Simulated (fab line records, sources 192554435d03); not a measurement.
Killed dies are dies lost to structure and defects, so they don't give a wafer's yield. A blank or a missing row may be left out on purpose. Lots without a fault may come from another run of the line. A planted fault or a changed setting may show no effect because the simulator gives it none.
Which tool did it? | flow n5_finfet | 24 lots, 72 wafers sampled, at 4 steps of a route of 1938

WHAT THE GAUGES READ, wafer by wafer
N5_BEOL_M0_SAQP_CD_MEAS_40: target cd 30 nm. Usual: cd_nm 30.0 nm, standard deviation 0.3.
lot  | measured     | on        | cd_nm (nm)     | flag
L074 | day 5 18:47  | cd_sem-01 | 29.3 29.7 29.5 |
L075 | day 6 00:43  | cd_sem-03 | 29.8 29.9 30.2 |
L076 | day 6 06:47  | cd_sem-02 | 29.9 30.0 30.4 |
L077 | day 6 21:43  | cd_sem-03 | 29.4 29.5 29.9 |
L078 | day 6 22:34  | cd_sem-03 | 29.8 29.8 30.4 |
L079 | day 6 22:54  | cd_sem-03 | 30.1 29.7 30.2 |
L080 | day 7 03:09  | cd_sem-02 | 29.6 30.2 30.0 |
L081 | day 7 09:13  | cd_sem-03 | 30.4 30.5 30.5 |
L082 | day 7 14:44  | cd_sem-03 | 30.4 30.1 30.7 |
L083 | day 7 23:01  | cd_sem-02 | 29.7 30.1 30.3 |
L084 | day 8 02:52  | cd_sem-03 | 30.2 30.3 30.1 |
L086 | day 8 15:41  | cd_sem-01 | 29.9 30.0 29.8 |
L085 | day 8 19:40  | cd_sem-03 | 30.0 30.5 29.9 |
L087 | day 9 01:23  | cd_sem-03 | 30.3 30.0 30.0 |
L088 | day 9 03:22  | cd_sem-02 | 29.9 29.7 29.7 |
L089 | day 9 14:28  | cd_sem-01 | 30.1 29.9 30.5 |
L090 | day 9 16:40  | cd_sem-02 | 29.8 30.2 29.5 |
L091 | day 9 22:36  | cd_sem-02 | 30.2 30.2 29.9 |
L092 | day 10 01:49 | cd_sem-02 | 29.9 30.1 29.7 |
L093 | day 10 12:33 | cd_sem-01 | 29.9 30.1 30.0 |
L094 | day 10 15:25 | cd_sem-01 | 29.7 30.2 29.8 |
L095 | day 10 21:39 | cd_sem-03 | 30.4 30.5 30.3 |
L096 | day 11 00:18 | cd_sem-03 | 30.1 30.1 30.4 |
L097 | day 11 10:51 | cd_sem-03 | 29.6 29.6 30.1 |

N5_BEOL_M0_OCD_MEAS_108. Usual: trench_depth_nm 32.7 nm, standard deviation 0.62.
lot  | measured     | on     | trench_depth_nm (nm) | flag
L074 | day 5 23:28  | ocd-02 | 32.3 31.9 32.6       |
L075 | day 6 05:22  | ocd-02 | 32.9 31.8 32.2       |
L076 | day 6 10:14  | ocd-02 | 31.9 31.8 32.6       |
L077 | day 7 04:38  | ocd-02 | 32.6 32.6 32.2       |
L078 | day 7 04:48  | ocd-01 | 32.9 32.6 33.2       |
L079 | day 7 07:04  | ocd-01 | 33.4 33.3 32.9       |
L080 | day 7 07:01  | ocd-02 | 32.8 33.5 32.9       |
L081 | day 7 12:13  | ocd-02 | 34.2 33.3 34.6       |
L082 | day 7 17:39  | ocd-02 | 33.4 32.0 32.1       |
L083 | day 8 03:26  | ocd-02 | 33.2 33.3 32.6       |
L084 | day 8 06:45  | ocd-01 | 32.6 31.4 32.4       |
L086 | day 8 19:46  | ocd-01 | 33.5 31.4 32.1       |
L085 | day 9 03:14  | ocd-02 | 32.0 32.6 31.8       |
L087 | day 9 06:41  | ocd-01 | 33.1 32.2 32.5       |
L088 | day 9 05:34  | ocd-01 | 33.2 32.9 32.7       |
L089 | day 9 18:13  | ocd-01 | 32.6 33.0 32.8       |
L090 | day 9 21:19  | ocd-02 | 32.3 32.1 32.5       |
L091 | day 10 04:41 | ocd-01 | 32.6 32.3 33.4       |
L092 | day 10 04:38 | ocd-02 | 32.0 33.0 32.6       |
L093 | day 10 17:43 | ocd-02 | 32.1 31.8 33.4       |
L094 | day 10 18:05 | ocd-01 | 32.8 32.5 32.1       |
L095 | day 11 00:55 | ocd-02 | 32.5 32.2 32.2       |
L096 | day 11 03:20 | ocd-02 | 31.9 32.7 32.6       |
L097 | day 11 18:13 | ocd-02 | 33.7 32.6 33.8       |

WHICH TOOL RAN EACH LOT (tool, then ch and the chambers of the sampled wafers, then the start)
lot  | N5_BEOL_M0_ETCH_138                | N5_BEOL_M0_ETCH_128
L074 | rie_diel-02 ch 0,1,2, day 5 20:59  | rie_diel-02 ch 0,2,3, day 5 23:20
L075 | rie_diel-02 ch 0,2, day 6 02:26    | rie_diel-02 ch 0,3, day 6 05:13
L076 | rie_diel-04 ch 1,3, day 6 08:54    | rie_diel-02 ch 0,2,3, day 6 10:05
L077 | rie_diel-04 ch 1,2, day 6 23:54    | rie_diel-03 ch 0,1,3, day 7 04:30
L078 | rie_diel-03 ch 0,1, day 7 00:47    | rie_diel-03 ch 0,1,3, day 7 04:39
L079 | rie_diel-04 ch 0,1,2, day 7 01:13  | rie_diel-04 ch 1,2,3, day 7 06:55
L080 | rie_diel-02 ch 1,2,3, day 7 05:10  | rie_diel-03 ch 0,3, day 7 06:49
L081 | rie_diel-02 ch 0,1, day 7 11:02    | rie_diel-04 ch 1,3, day 7 12:05
L082 | rie_diel-03 ch 0,1,3, day 7 16:44  | rie_diel-03 ch 0,2,3, day 7 17:30
L083 | rie_diel-03 ch 1,2,3, day 8 00:44  | rie_diel-04 ch 0,2,3, day 8 03:18
L084 | rie_diel-02 ch 0,3, day 8 05:22    | rie_diel-02 ch 1,2,3, day 8 06:36
L086 | rie_diel-04 ch 1,2,3, day 8 18:14  | rie_diel-04 ch 1,2,3, day 8 19:36
L085 | rie_diel-03 ch 2,3, day 8 22:43    | rie_diel-02 ch 0,1,2, day 9 03:05
L087 | rie_diel-02 ch 0,1,2, day 9 03:38  | rie_diel-02 ch 0,3, day 9 06:32
L088 | rie_diel-04 ch 0,2, day 9 05:00    | rie_diel-03 ch 1,2,3, day 9 05:26
L089 | rie_diel-03 ch 1,2,3, day 9 16:50  | rie_diel-03 ch 0,2,3, day 9 18:04
L090 | rie_diel-02 ch 0,1,2, day 9 18:34  | rie_diel-02 ch 0,1,2, day 9 21:09
L091 | rie_diel-02 ch 0,2, day 10 00:35   | rie_diel-02 ch 0,2,3, day 10 04:32
L092 | rie_diel-02 ch 0,3, day 10 03:33   | rie_diel-03 ch 0,3, day 10 04:30
L093 | rie_diel-03 ch 0,1,3, day 10 14:57 | rie_diel-02 ch 0,1,3, day 10 17:34
L094 | rie_diel-04 ch 1,2,3, day 10 17:19 | rie_diel-02 ch 0,1, day 10 17:56
L095 | rie_diel-02 ch 2,3, day 10 23:47   | rie_diel-03 ch 1,3, day 11 00:46
L096 | rie_diel-03 ch 0,1,3, day 11 02:43 | rie_diel-03 ch 0,1, day 11 03:11
L097 | rie_diel-04 ch 0,1, day 11 13:50   | rie_diel-04 ch 0,2, day 11 18:04
- N5_BEOL_M0_ETCH_138: etches SiCN in CH3F/O2, target depth 12 nm, time 31.6 s.
- N5_BEOL_M0_ETCH_128: etches SiCN in CF4/N2, target depth 12 nm, overetch 5.1 nm, time 21.4 s.

WHAT THE TOOLS THEMSELVES READ (means of the sampled wafers that have a number; where no wafer has one, the mark that the record gives instead)
N5_BEOL_M0_ETCH_138. Usual: drypump_motor_current_A 5.9 A, standard deviation 0.33; etch_rf_on_time_s 29.6 s, standard deviation 0.85; oes_product_au 0.67 a.u., standard deviation 0.068; rf_vpp_V 297.5 V, standard deviation 1.4; showerhead_plenum_p_Torr 2.01 Torr, standard deviation 0.062; throttle_valve_pct 16.28 %, standard deviation 0.21.
lot  | tool        | drypump_motor_current_A (A) | etch_rf_on_time_s (s) | oes_product_au (a.u.) | rf_vpp_V (V) | showerhead_plenum_p_Torr (Torr) | throttle_valve_pct (%) | flag
L074 | rie_diel-02 | 5.6                         | 29.4                  | 0.65                  | 297.5        | 2.00                            | 16.38                  |
L075 | rie_diel-02 | 5.7                         | 30.0                  | 0.62                  | 297.8        | 2.05                            | 16.46                  |
L076 | rie_diel-04 | 5.5                         | 30.3                  | 0.63                  | 296.2        | 1.96                            | 16.42                  |
L077 | rie_diel-04 | 6.1                         | 29.0                  | 0.71                  | 296.9        | 1.97                            | 16.40                  |
L078 | rie_diel-03 | 6.2                         | 30.2                  | 0.71                  | 298.3        | 2.08                            | 16.30                  |
L079 | rie_diel-04 | 6.1                         | 29.6                  | 0.73                  | 297.3        | 1.97                            | 16.28                  |
L080 | rie_diel-02 | 5.8                         | 29.1                  | 0.64                  | 297.3        | 2.00                            | 16.23                  |
L081 | rie_diel-02 | 5.6                         | 30.2                  | 0.64                  | 296.6        | 1.96                            | 16.43                  |
L082 | rie_diel-03 | 6.1                         | 30.3                  | 0.71                  | 298.6        | 2.09                            | 16.17                  |
L083 | rie_diel-03 | 6.1                         | 30.6                  | 0.71                  | 298.1        | 2.08                            | 16.12                  |
L084 | rie_diel-02 | 6.1                         | 29.7                  | 0.62                  | 296.8        | 1.99                            | 16.25                  |
L086 | rie_diel-04 | 5.9                         | 28.7                  | 0.71                  | 295.3        | 1.96                            | 16.33                  |
L085 | rie_diel-03 | 6.1                         | 29.4                  | 0.69                  | 299.0        | 2.10                            | 16.07                  |
L087 | rie_diel-02 | 5.6                         | 29.3                  | 0.63                  | 296.1        | 1.99                            | 16.42                  |
L088 | rie_diel-04 | 6.3                         | 29.5                  | 0.66                  | 296.9        | 1.98                            | 16.41                  |
L089 | rie_diel-03 | 6.1                         | 29.3                  | 0.69                  | 298.4        | 2.08                            | 16.13                  |
L090 | rie_diel-02 | 5.6                         | 30.5                  | 0.62                  | 297.6        | 1.98                            | 16.44                  |
L091 | rie_diel-02 | 5.8                         | 29.9                  | 0.60                  | 297.7        | 2.00                            | 16.56                  |
L092 | rie_diel-02 | 6.0                         | 30.1                  | 0.60                  | 296.7        | 1.97                            | 16.43                  |
L093 | rie_diel-03 | 6.2                         | 29.7                  | 0.68                  | 298.5        | 2.08                            | 16.22                  |
L094 | rie_diel-04 | 5.9                         | 28.8                  | 0.69                  | 297.2        | 1.96                            | 16.35                  |
L095 | rie_diel-02 | 5.9                         | 29.3                  | 0.60                  | 297.5        | 2.04                            | 16.39                  |
L096 | rie_diel-03 | 6.2                         | 30.4                  | 0.68                  | 299.0        | 2.08                            | 16.23                  |
L097 | rie_diel-04 | 5.9                         | 29.0                  | 0.73                  | 295.9        | 1.94                            | 16.14                  |

N5_BEOL_M0_ETCH_128. Usual: cf4_flow_sccm 60.01 sccm, standard deviation 0.16; drypump_motor_current_A 5.9 A, standard deviation 0.34; oes_product_au 0.55 a.u., standard deviation 0.054; rf_vpp_V 382.8 V, standard deviation 1.6; showerhead_plenum_p_Torr 2.23 Torr, standard deviation 0.065; throttle_valve_pct 15.36 %, standard deviation 0.21.
lot  | tool        | cf4_flow_sccm (sccm) | drypump_motor_current_A (A) | oes_product_au (a.u.) | rf_vpp_V (V) | showerhead_plenum_p_Torr (Torr) | throttle_valve_pct (%) | flag
L074 | rie_diel-02 | 59.98                | 5.9                         | 0.50                  | 382.7        | 2.23                            | 15.45                  |
L075 | rie_diel-02 | 59.96                | 5.9                         | 0.51                  | 382.4        | 2.19                            | 15.50                  |
L076 | rie_diel-02 | 60.01                | 5.9                         | 0.51                  | 383.0        | 2.23                            | 15.46                  |
L077 | rie_diel-03 | 60.01                | 6.2                         | 0.58                  | 384.5        | 2.30                            | 15.23                  |
L078 | rie_diel-03 | 60.04                | 6.2                         | 0.59                  | 384.6        | 2.30                            | 15.23                  |
L079 | rie_diel-04 | 60.05                | 5.9                         | 0.59                  | 380.9        | 2.17                            | 15.40                  |
L080 | rie_diel-03 | 59.98                | 6.2                         | 0.56                  | 385.8        | 2.32                            | 15.19                  |
L081 | rie_diel-04 | 60.08                | 5.5                         | 0.65                  | 381.2        | 2.16                            | 15.23                  |
L082 | rie_diel-03 | 60.12                | 6.1                         | 0.54                  | 384.2        | 2.30                            | 15.28                  |
L083 | rie_diel-04 | 60.00                | 5.9                         | 0.59                  | 382.4        | 2.17                            | 15.31                  |
L084 | rie_diel-02 | 60.06                | 5.8                         | 0.52                  | 382.0        | 2.20                            | 15.36                  |
L086 | rie_diel-04 | 60.19                | 5.9                         | 0.57                  | 381.8        | 2.17                            | 15.44                  |
L085 | rie_diel-02 | 59.87                | 5.6                         | 0.51                  | 382.3        | 2.19                            | 15.55                  |
L087 | rie_diel-02 | 60.07                | 6.1                         | 0.49                  | 381.1        | 2.19                            | 15.40                  |
L088 | rie_diel-03 | 60.00                | 6.1                         | 0.57                  | 384.0        | 2.29                            | 15.21                  |
L089 | rie_diel-03 | 60.04                | 6.1                         | 0.52                  | 384.3        | 2.30                            | 15.31                  |
L090 | rie_diel-02 | 60.07                | 5.6                         | 0.51                  | 381.9        | 2.19                            | 15.55                  |
L091 | rie_diel-02 | 60.01                | 5.9                         | 0.49                  | 382.6        | 2.22                            | 15.52                  |
L092 | rie_diel-03 | 59.86                | 6.2                         | 0.53                  | 384.4        | 2.30                            | 15.39                  |
L093 | rie_diel-02 | 60.09                | 5.8                         | 0.51                  | 381.5        | 2.16                            | 15.46                  |
L094 | rie_diel-02 | 60.05                | 5.6                         | 0.51                  | 381.0        | 2.16                            | 15.63                  |
L095 | rie_diel-03 | 60.04                | 6.1                         | 0.57                  | 383.8        | 2.30                            | 15.16                  |
L096 | rie_diel-03 | 60.00                | 6.2                         | 0.57                  | 383.6        | 2.26                            | 15.35                  |
L097 | rie_diel-04 | 59.79                | 6.1                         | 0.56                  | 381.2        | 2.16                            | 15.35                  |

THE ANSWER, worked out from the rows above alone
Rule: a lot is off if the mean of its wafers that have a number lies more than 3 standard deviations from the usual mean. A lot without any number at a reading at which 4 lots or more have one is off too. The other lots that the step has rows for count as sound. The gauges are gone through in route order, then the tools' own readings, and for those a lot's mean is taken as printed above. The first step at which some lot is off is used, and at that step the reading that is off furthest; a lot without a number counts as furthest.
No lot is off at any reading shown: from this, nothing can be told.

WHAT THE SIMULATOR HAD PUT IN
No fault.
